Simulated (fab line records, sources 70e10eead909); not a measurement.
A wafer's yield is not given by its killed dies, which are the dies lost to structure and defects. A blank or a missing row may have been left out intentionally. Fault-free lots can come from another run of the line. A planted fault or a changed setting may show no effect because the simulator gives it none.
fab line records | flow nand-harc
record: lots: 6 | wafers: 18 | last-day: 33
route steps=1302 shown A_SLIT@940 A_SIN_REMOVE@947 A_WL_FILL@952
lots untouched by any fault: they come from a run of this same line in which no faults occurred
start-h: start of the lot's first displayed wafer, in hours after the record's first day | wait-h: how many hours have passed since the lot's step before this one | " identical to the entry in the row above | L1.1+2: a row that stands for several wafers | - no value, or no start given | * or withheld: withheld | < > ~ a bound
route shown NAME@n: NAME is a module with steps in the file, n the number in the route of the first one | usual: mean/standard deviation taken from wafers without a fault | same: alike in all rows | chamber/n: place in a boat | sites: readings site by site | _std_site: standard deviation across them | _edge_site: the outer-site mean with the inner-site mean subtracted | radius-mm: how far each site lies from the wafer's centre | mask NAME#n: copy n | behind: the last tool/chamber to shape the wafer | hold: cause of the lot's hold/its duration in hours/its outcome | device: the transistor (n, p or np) that didn't switch | end of line: tests of these same wafers at the route's end | where a step has no rows: the recipe by itself | killed: dies lost to structure and defects at the first sort, not the wafer's yield | map: a wafer's dies, marking killed ones x, the rest . and places with no die _
set.NAME: setting as actually run; set.NAME@STEP: the setting as run at that earlier step | model.NAME: the simulator's own value behind a step, which no gauge read
certain route steps with their lots: each step a table, each wafer a row
services: when a tool's chamber went out of use (start-h, in hours from the record's first day, below 0 if earlier), for how many hours, and the reason
== steps ==
step: NHARC_A_SLIT_ETCH_26
recipe: bias-v: 400 | source-w: 2000 | pressure-mtorr: 25 | time-s: 90 | ar-flow-sccm: 375 | c4f8-flow-sccm: 41.7 | o2-flow-sccm: 83.3 | target-depth-a: 4000 | chemistry: C4F8/O2/Ar
usual: bias-v: 400/3.7 | drypump-motor-current-A: 5.8/0.59 | showerhead-plenum-p-Torr: 3.71/0.15 | throttle-valve-pct: 27.618/0.0092
lot.wafer | tool        | chamber | start-h | wait-h | bias-v | drypump-motor-current-A | rf-hours-counter-h | showerhead-plenum-p-Torr | throttle-valve-pct
L409.1    | har-etch-02 | 1       | 465.47  | 2.5    | 398    | 5.2                     | 42                 | 3.96                     | 27.624
L409.4    | "           | 1       | "       | "      | 400    | 5.2                     | -                  | 3.96                     | 27.617
L409.5    | "           | 0       | "       | "      | 401    | 5.8                     | -                  | 3.72                     | 27.609
L414.1    | har-etch-02 | 1       | 521.57  | 2.5    | 404    | 5.2                     | 80                 | 3.93                     | 27.615
L414.4    | "           | 1       | "       | "      | 403    | 5.2                     | -                  | 3.93                     | 27.614
L414.6    | "           | 0       | "       | "      | 403    | 5.7                     | -                  | 3.70                     | 27.613
L424.1    | har-etch-01 | 0       | 635.24  | 3.0    | 404    | 5.6                     | 363                | 3.51                     | 27.618
L424.4    | "           | 0       | "       | "      | 398    | 5.6                     | -                  | 3.51                     | 27.623
L424.6    | "           | 0       | "       | "      | 396    | 5.6                     | -                  | 3.51                     | 27.602
L425.3    | har-etch-02 | 0       | 648.40  | 1.9    | 402    | 5.8                     | -                  | 3.66                     | 27.619
L425.5    | "           | 0       | "       | "      | 406    | 5.8                     | -                  | 3.66                     | 27.614
L425.6    | "           | 1       | "       | "      | 399    | 5.1                     | -                  | 3.89                     | 27.609
L430.1    | har-etch-02 | 0       | 670.43  | 2.5    | 407    | 5.8                     | 164                | 3.66                     | 27.609
L430.6    | "           | 1       | "       | "      | 403    | 5.1                     | -                  | 3.88                     | 27.628
L430.5    | "           | 0       | "       | "      | 398    | 5.8                     | -                  | 3.66                     | 27.620
L429.1    | har-etch-01 | 0       | 671.47  | 3.0    | 395    | 5.6                     | 389                | 3.50                     | 27.626
L429.2    | "           | 1       | "       | "      | 403    | 6.8                     | 374                | 3.62                     | 27.609
L429.3    | "           | 0       | "       | "      | 400    | 5.7                     | -                  | 3.50                     | 27.616
step: NHARC_A_SLIT_STRIP_28
recipe: o2-flow-sccm: 400 | cos-flow-sccm: 20 | ar-flow-sccm: 0 | bias-w: 0 | chemistry: O2/COS
step: NHARC_A_SLIT_ETCH_29
recipe: target-depth-a: 1000 | overetch-a: 100 | time-s: 55 | ion-energy-ev: 100 | cf4-flow-sccm: 80 | o2-flow-sccm: 20 | ar-flow-sccm: 0 | rf-w: 300 | bias-w: 100 | chemistry: CF4/O2
usual: drypump-motor-current-A: 5.8/0.46 | oes_ar_750_au: 1.000/0.0046 | oes-product-au: 0.997/0.01 | rf-vpp-V: 198.0/1.3 | showerhead-plenum-p-Torr: 1.34/0.051 | throttle-valve-pct: 13.398/0.009
lot.wafer | tool        | chamber | start-h | wait-h | drypump-motor-current-A | oes_ar_750_au | oes-product-au | rf-hours-counter-h | rf-vpp-V | showerhead-plenum-p-Torr | throttle-valve-pct
L409.1    | rie-diel-04 | 1       | 466.35  | 0.1    | 4.9                     | 1.004         | 1.019          | 4.1                | 196.1    | 1.28                     | 13.399
L409.4    | "           | 2       | "       | "      | 6.3                     | 1.001         | 1.010          | 4.5                | 199.8    | 1.39                     | 13.401
L409.5    | "           | 3       | "       | "      | 5.9                     | 1.000         | 0.989          | -                  | 198.1    | 1.33                     | 13.423
L414.1    | rie-diel-10 | 1       | 522.44  | 0.1    | 5.3                     | 0.997         | 0.982          | 5.6                | 197.3    | 1.31                     | 13.391
L414.4    | "           | 2       | "       | "      | 5.4                     | 1.003         | 1.002          | 5.5                | 199.3    | 1.40                     | 13.403
L414.6    | "           | 0       | "       | "      | 5.4                     | 0.998         | 0.995          | -                  | 195.1    | 1.25                     | 13.416
L424.1    | rie-diel-10 | 0       | 636.13  | 0.1    | 5.4                     | 0.995         | 0.990          | 1.3                | 196.7    | 1.25                     | 13.391
L424.4    | "           | 1       | "       | "      | 5.2                     | 0.997         | 1.002          | 0.9                | 196.0    | 1.30                     | 13.400
L424.6    | "           | 3       | "       | "      | 6.0                     | 1.000         | 0.992          | -                  | 198.3    | 1.40                     | 13.387
L425.3    | rie-diel-05 | 0       | 649.23  | 0.1    | 5.5                     | 1.001         | 0.995          | 3.1                | 196.4    | 1.31                     | 13.415
L425.6    | "           | 2       | "       | "      | 6.1                     | 0.999         | 1.005          | -                  | 200.6    | 1.43                     | 13.394
L425.5    | "           | 3       | "       | "      | 5.5                     | 0.999         | 1.001          | -                  | 198.6    | 1.32                     | 13.410
L430.1    | rie-diel-04 | 3       | 671.30  | 0.1    | 5.9                     | 0.999         | 0.987          | 7.7                | 198.7    | 1.32                     | 13.394
L430.5    | "           | 0       | "       | "      | 5.9                     | 1.007         | 1.003          | -                  | 198.1    | 1.31                     | 13.413
L430.6    | "           | 1       | "       | "      | 5.0                     | 1.001         | 1.017          | -                  | 195.3    | 1.27                     | 13.404
L429.1    | rie-diel-05 | 2       | 672.36  | 0.1    | 6.1                     | 1.002         | 1.005          | 6.7                | 200.6    | 1.43                     | 13.416
L429.2    | "           | 3       | "       | "      | 5.5                     | 1.000         | 0.994          | 6.0                | 198.5    | 1.32                     | 13.398
L429.3    | "           | 0       | "       | "      | 5.5                     | 0.992         | 0.988          | 4.6                | 197.5    | 1.31                     | 13.395
step: NHARC_A_SLIT_STRIP_18
recipe: o2-flow-sccm: 500 | ar-flow-sccm: 0 | bias-w: 0 | chemistry: O2
usual: drypump-motor-current-A: 5.8/0.46 | oes-product-au: 0.997/0.0097 | rf-vpp-V: 57.7/0.88 | showerhead-plenum-p-Torr: 3.53/0.12 | throttle-valve-pct: 17.035/0.0094
lot.wafer | tool        | chamber | start-h | wait-h | drypump-motor-current-A | oes-product-au | rf-hours-counter-h | rf-vpp-V | showerhead-plenum-p-Torr | throttle-valve-pct
L409.1    | rie-diel-04 | 3       | -       | -      | 5.9                     | 0.977          | 5.3                | 56.2     | 3.51                     | 17.043
L409.4    | "           | 2       | "       | "      | 6.3                     | 1.006          | 4.5                | 57.9     | 3.66                     | 17.036
L409.5    | "           | 3       | "       | "      | 5.9                     | 0.987          | -                  | 59.1     | 3.51                     | 17.020
L414.1    | rie-diel-10 | 3       | -       | -      | 6.0                     | 0.998          | 5.3                | 57.9     | 3.70                     | 17.034
L414.4    | "           | 1       | "       | "      | 5.3                     | 1.003          | 5.7                | 57.7     | 3.46                     | 17.040
L414.6    | "           | 3       | "       | "      | 6.0                     | 0.998          | -                  | 58.3     | 3.70                     | 17.043
L424.4    | rie-diel-10 | 1       | -       | -      | 5.2                     | 1.012          | 0.9                | 57.1     | 3.45                     | 17.035
L424.1    | "           | 2       | "       | "      | 5.5                     | 1.011          | 0.9                | 59.7     | 3.69                     | 17.028
L424.6    | "           | 0       | "       | "      | 5.5                     | 1.007          | -                  | 56.5     | 3.31                     | 17.043
L425.3    | rie-diel-05 | 1       | -       | -      | 6.6                     | 0.991          | 3.7                | 58.0     | 3.59                     | 17.035
L425.5    | "           | 0       | "       | "      | 5.5                     | 0.998          | -                  | 56.9     | 3.46                     | 17.050
L425.6    | "           | 1       | "       | "      | 6.6                     | 0.996          | -                  | 57.8     | 3.59                     | 17.038
L430.1    | rie-diel-04 | 0       | -       | -      | 5.9                     | 1.001          | 8.5                | 57.3     | 3.48                     | 17.037
L430.6    | "           | 3       | "       | "      | 5.9                     | 0.992          | -                  | 57.3     | 3.50                     | 17.039
L430.5    | "           | 0       | "       | "      | 5.9                     | 1.003          | -                  | 57.6     | 3.48                     | 17.040
L429.2    | rie-diel-05 | 0       | -       | -      | 5.5                     | 0.997          | 4.7                | 58.0     | 3.46                     | 17.023
L429.1    | "           | 1       | "       | "      | 6.5                     | 0.997          | 6.6                | 58.0     | 3.59                     | 17.051
L429.3    | "           | 2       | "       | "      | 6.1                     | 1.000          | 6.7                | 57.2     | 3.76                     | 17.020
step: NHARC_A_SLIT_PRECLEAN_19
recipe: time-s: * | temp-c: 50 | bath-age-min: 0 | chemistry: SC1
step: NHARC_A_SLIT_SRD_20
step: NHARC_A_SLIT_CD_MEAS_21
usual: cd-nm: 289.7/0.81
lot.wafer | tool      | chamber | start-h | wait-h | cd-nm
L409.1    | cd-sem-02 | -       | 466.87  | -      | 288.1
L409.4    | "         | -       | "       | "      | 289.0
L409.5    | "         | -       | "       | "      | 287.5
L414.1    | cd-sem-01 | -       | 522.96  | -      | 288.9
L414.4    | "         | -       | "       | "      | 289.3
L414.6    | "         | -       | "       | "      | 289.6
L424.1    | cd-sem-01 | -       | 636.70  | 0.1    | 289.2
L424.4    | "         | -       | "       | "      | 287.8
L424.6    | "         | -       | "       | "      | 289.0
L425.3    | cd-sem-02 | -       | 649.76  | -      | 289.1
L425.5    | "         | -       | "       | "      | 289.4
L425.6    | "         | -       | "       | "      | 288.9
L430.1    | cd-sem-01 | -       | 671.82  | -      | 292.0
L430.5    | "         | -       | "       | "      | 290.0
L430.6    | "         | -       | "       | "      | 290.4
L429.1    | cd-sem-02 | -       | 672.90  | -      | 288.4
L429.2    | "         | -       | "       | "      | 287.9
L429.3    | "         | -       | "       | "      | 288.9
step: NHARC_A_SIN_REMOVE_WET_00
recipe: temp-c: 160 | time-s: 15300 | chemistry: H3PO4
step: NHARC_A_SIN_REMOVE_PRECLEAN_01
recipe: time-s: * | temp-c: 50 | bath-age-min: 0 | chemistry: SC1
step: NHARC_A_SIN_REMOVE_SRD_02
step: NHARC_A_SIN_REMOVE_INSPECT_04
usual: raw-defect-count: 393/93
lot.wafer | tool              | chamber | start-h | wait-h | raw-defect-count
L409.1    | defect-inspect-01 | -       | 473.32  | 0.0    | 390
L409.4    | "                 | -       | "       | "      | 277
L409.5    | "                 | -       | "       | "      | 249
L414.1    | defect-inspect-02 | -       | 529.69  | 0.0    | 511
L414.4    | "                 | -       | "       | "      | 316
L414.6    | "                 | -       | "       | "      | 288
L424.1    | defect-inspect-01 | -       | 643.41  | 0.0    | 369
L424.4    | "                 | -       | "       | "      | 399
L424.6    | "                 | -       | "       | "      | 361
L425.3    | defect-inspect-02 | -       | 656.39  | 0.0    | 420
L425.5    | "                 | -       | "       | "      | 552
L425.6    | "                 | -       | "       | "      | 464
L429.1    | defect-inspect-02 | -       | 678.47  | 0.0    | 580
L429.2    | "                 | -       | "       | "      | 636
L429.3    | "                 | -       | "       | "      | 511
L430.1    | defect-inspect-01 | -       | 678.48  | 0.0    | 301
L430.5    | "                 | -       | "       | "      | 322
L430.6    | "                 | -       | "       | "      | 387
step: NHARC_A_WL_FILL_ALD_00
recipe: target-thk-a: 30 | pulse-time-s: 3 | ald-cycles: 30 | temp-c: 300 | material: Al2O3
usual: ald-cycles: 30/0 | heater-power-outer-w: 250/24 | heater-power-w: 446/40 | precursor-pulse-height-rel: 1.001/0.019
lot.wafer | tool      | chamber | start-h | wait-h | ald-cycles | heater-power-outer-w | heater-power-w | precursor-pulse-height-rel | since-wet-clean-h
L409.4    | ald-hk-04 | 3       | 473.45  | 0.1    | 30         | 306                  | 534            | 0.985                      | 26
L409.1    | "         | 0       | "       | "      | 30         | 226                  | 404            | 0.994                      | 27
L409.5    | "         | 2       | "       | "      | 30         | 230                  | 437            | 0.980                      | -
L414.1    | ald-hk-03 | 1       | 529.86  | 0.2    | 30         | 270                  | 459            | 0.996                      | 129
L414.4    | "         | 3       | "       | "      | 30         | 239                  | 392            | 0.993                      | 129
L414.6    | "         | 1       | "       | "      | 30         | 271                  | 467            | 0.994                      | -
L424.4    | ald-hk-04 | 0       | 643.48  | 0.1    | 30         | 221                  | 416            | 1.017                      | 19
L424.1    | "         | 1       | "       | "      | 30         | 220                  | 398            | 1.024                      | 19
L424.6    | "         | 1       | "       | "      | 41         | 220                  | 396            | 0.999                      | -
L425.3    | ald-hk-04 | 2       | 656.45  | 0.1    | 30         | 239                  | 463            | 1.005                      | 32
L425.5    | "         | 2       | "       | "      | 41         | 234                  | 445            | 0.985                      | -
L425.6    | "         | 3       | "       | "      | 41         | 289                  | 509            | 1.012                      | -
L429.2    | ald-hk-02 | 1       | 678.54  | 0.1    | 30         | 219                  | 435            | 0.995                      | 140
L429.3    | "         | 3       | "       | "      | 30         | 293                  | 521            | 0.984                      | 141
L429.1    | "         | 0       | "       | "      | 30         | 279                  | 496            | 1.040                      | 141
L430.1    | ald-hk-02 | 1       | 678.78  | 0.3    | 30         | 227                  | 430            | 1.036                      | 141
L430.5    | "         | 2       | "       | "      | 30         | 248                  | 420            | 0.993                      | -
L430.6    | "         | 3       | "       | "      | 30         | 292                  | 527            | 0.999                      | -
step: NHARC_A_WL_FILL_RTA_01
recipe: temp-c: 1000 | time-s: 5
usual: lamp-power-pct: 27.7/1.2 | lamp_zone_4_pct: 27.7/1.2 | wafer_temp_C_max: 1004.0/0.81
lot.wafer | tool          | chamber | start-h | wait-h | lamp-power-pct | lamp_zone_4_pct | wafer_temp_C_max
L409.1    | rtp-anneal-01 | 0       | 473.66  | -      | 29.3           | 29.2            | 1005.4
L409.4    | "             | 0       | "       | "      | 29.3           | 29.2            | 1002.6
L409.5    | "             | 0       | "       | "      | 29.3           | 29.3            | 1002.2
L414.1    | rtp-anneal-02 | 0       | 530.13  | -      | 26.8           | 26.8            | 1003.2
L414.4    | "             | 0       | "       | "      | 26.8           | 26.8            | 1003.4
L414.6    | "             | 0       | "       | "      | 26.8           | 26.8            | 1003.8
L424.1    | rtp-anneal-01 | 0       | 643.74  | -      | 29.3           | 29.2            | 1004.1
L424.4    | "             | 0       | "       | "      | 29.2           | 29.2            | 1002.9
L424.6    | "             | 0       | "       | "      | 29.3           | 29.2            | 1006.0
L425.3    | rtp-anneal-02 | 0       | 656.77  | -      | 26.9           | 26.8            | 1004.8
L425.5    | "             | 0       | "       | "      | 26.8           | 26.8            | 1003.8
L425.6    | "             | 0       | "       | "      | 26.8           | 26.8            | 1003.5
L429.1    | rtp-anneal-01 | 0       | 678.80  | -      | 29.2           | 29.2            | 1004.8
L429.2    | "             | 0       | "       | "      | 29.2           | 29.2            | 1002.8
L429.3    | "             | 0       | "       | "      | 29.2           | 29.2            | 1004.3
L430.1    | rtp-anneal-02 | 0       | 678.96  | -      | 26.8           | 26.8            | 1003.3
L430.5    | "             | 0       | "       | "      | 26.8           | 26.8            | 1004.3
L430.6    | "             | 0       | "       | "      | 26.8           | 26.8            | 1003.7
== services ==
tool        | chamber | start-h | hours | kind
rie-diel-04 | 2       | 442.74  | 4.8   | repair
har-etch-01 | -       | 449.83  | 4.8   | repair
rie-diel-10 | 1       | 450.74  | 1.6   | repair
rie-diel-10 | 0       | 453.00  | -     | clean
rie-diel-04 | -       | 472.28  | 0.8   | repair
rie-diel-05 | -       | 490.41  | 0.3   | repair
har-etch-01 | -       | 502.35  | 5.9   | repair
rie-diel-10 | 2       | 504.28  | 4.7   | repair
rie-diel-10 | -       | 512.27  | 0.4   | repair
ald-hk-02   | -       | 528.09  | 10.0  | pm
rie-diel-04 | -       | 531.95  | 9.0   | pm
ald-hk-02   | -       | 543.87  | 0.9   | repair
ald-hk-03   | -       | 569.01  | 10.0  | pm
rie-diel-05 | -       | 583.60  | 9.0   | pm
rie-diel-10 | -       | 596.50  | 9.0   | pm
rie-diel-05 | 0       | 598.80  | 4.6   | repair
ald-hk-04   | -       | 614.98  | 10.0  | pm
rie-diel-10 | 1       | 615.14  | 6.6   | repair
rie-diel-04 | 1       | 628.80  | 5.8   | repair
rie-diel-05 | 1       | 634.21  | 2.7   | repair
rie-diel-10 | 1       | 657.80  | 6.8   | repair
rie-diel-05 | 0       | 658.72  | 8.7   | repair
rie-diel-10 | 2       | 660.25  | 1.7   | repair
ald-hk-04   | -       | 675.42  | 0.7   | repair
== key ==
first-sign: step: NHARC_A_WL_FILL_ALD_00 | reading: ald-cycles | direction: up | sigmas: 99+ | usual: 30 | struck: 41
effect none on later readings
met-at NHARC_A_WL_FILL_ALD_00
struck-wafers L424.6,L425.5,L425.6
tester-left-out L424,L425
onset-between 473.45 643.48
fault: kind: process-parameter-drift | tool: ald-hk-04 | chamber: - | onset-h: 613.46 | steps: NHARC_A_WL_FILL_ALD_00 | channel: ald-cycles | offset: 11 | shape: step | end-h: 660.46 | scope: struck-wafers-only | acts-in: these-recipes-only | stated: 30
tester-left-out: of these lots the tester's yield and bins aren't shown, on N5 and GAA mostly nor the transistor test; their killed dies are dies lost to structure and defects alone, not to doping, threshold or leakage, so they don't give the yield
